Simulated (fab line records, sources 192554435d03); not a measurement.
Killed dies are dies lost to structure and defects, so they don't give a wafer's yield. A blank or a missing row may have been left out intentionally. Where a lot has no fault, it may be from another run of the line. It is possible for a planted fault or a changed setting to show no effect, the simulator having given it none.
3 desks, one fault ; flow n5Finfet ; only its own numbers are on each desk; what lay behind them is given at the end
Where a reading is given only as a bound, like >300, the bound stands for it, and a mean or a difference that rests on one is marked > or <: the true number lies beyond.

DESK OF THE TOOL OWNER: pecvd-01
The tool's own readings at N5_BEOL_M13_ILD_DEP_00 (deposits SiOC from DEMS/O2, target thk 837.92 nm, time 166.4 s): means of the sampled wafers that have a number, for each lot that ran on this tool. The brackets show how far a lot's mean lies from the usual mean; more than 4 standard deviations puts the lot out of limits, marked OUT.
Columns: A = heaterPowerW at N5_BEOL_M13_ILD_DEP_00, usual 497 W; B = showerheadPlenumPTorr at N5_BEOL_M13_ILD_DEP_00, usual 5.690 Torr; C = throttleValvePct at N5_BEOL_M13_ILD_DEP_00, usual 11.8 %
lot;first seen here;A;B;C
L500;day 11 08:05;414;5.669;12.7
L515;day 14 12:04;459;5.660;12.8
L521;day 15 20:50;539;5.680;11.7
Finding of this desk: none of the 3 lots has anything out of limits.

FROM THE METROLOGY DESK
Lot by lot, what the gauges showed, no matter which tool ran the lot: averages of those sampled wafers that carry a number. The brackets show how far a lot's mean lies from the usual mean; more than 4 standard deviations puts the lot out of limits, marked OUT.
Columns: A = trenchDepthNm at N5_BEOL_M12_OCD_MEAS_35, usual 322 nm
lot;first seen here;A
L501;day 10 23:41;326
L500;day 11 02:28;321
L503;day 11 07:16;325
L505;day 11 16:09;318
L502;day 11 20:50;328
L506;day 12 01:49;319
L513;day 13 14:26;318
L512;day 14 03:43;314
L515;day 14 08:42;329
L521;day 15 17:49;318
L523;day 16 09:26;319
Finding of this desk: none of the 11 lots has anything out of limits.

THE DEFECT DESK
Per lot, the means of the sampled wafers with a number show what the inspections along the route counted. The brackets show how far a lot's mean lies from the usual mean; more than 4 standard deviations puts the lot out of limits, marked OUT.
Columns: A = rawDefectCount at N5_BEOL_M13_INSPECT_12, usual 2.2
lot;first seen here;A
L501;day 11 04:08;1.3
L500;day 11 08:47;4.0
L503;day 11 09:41;3.0
L505;day 11 21:46;3.7
L502;day 12 00:13;3.3
L506;day 12 08:33;1.3
L513;day 13 19:50;2.3
L512;day 14 07:45;3.0
L515;day 14 12:35;3.0
L521;day 15 21:28;>201 (+99 or more) OUT
L523;day 16 13:11;2.0
This desk's finding: out of limits on L521; first on L521, day 15 21:28 (rawDefectCount at N5_BEOL_M13_INSPECT_12). L501, L500, L503, L505, L502, L506, L513, L512, L515, L523: within limits.

TAKEN TOGETHER
The defect desk could have raised an alarm at day 15 21:28, on L521.
Nothing out of limits was seen by the tool owner's desk.
Metrology desk: nothing out of limits seen.
Tool owner's desk: L521 on record, inside its limits.
The metrology desk holds a record of L521, inside its limits.
The lots listed all ran N5_BEOL_M13_ILD_DEP_00 on pecvd-01.

WHAT THE SIMULATOR PUT IN
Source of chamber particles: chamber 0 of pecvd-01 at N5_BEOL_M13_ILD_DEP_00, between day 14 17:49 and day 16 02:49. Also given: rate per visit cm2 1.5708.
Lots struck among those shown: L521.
Hours from the fault's start to each desk's first reading out of limits: the defect desk, 28.
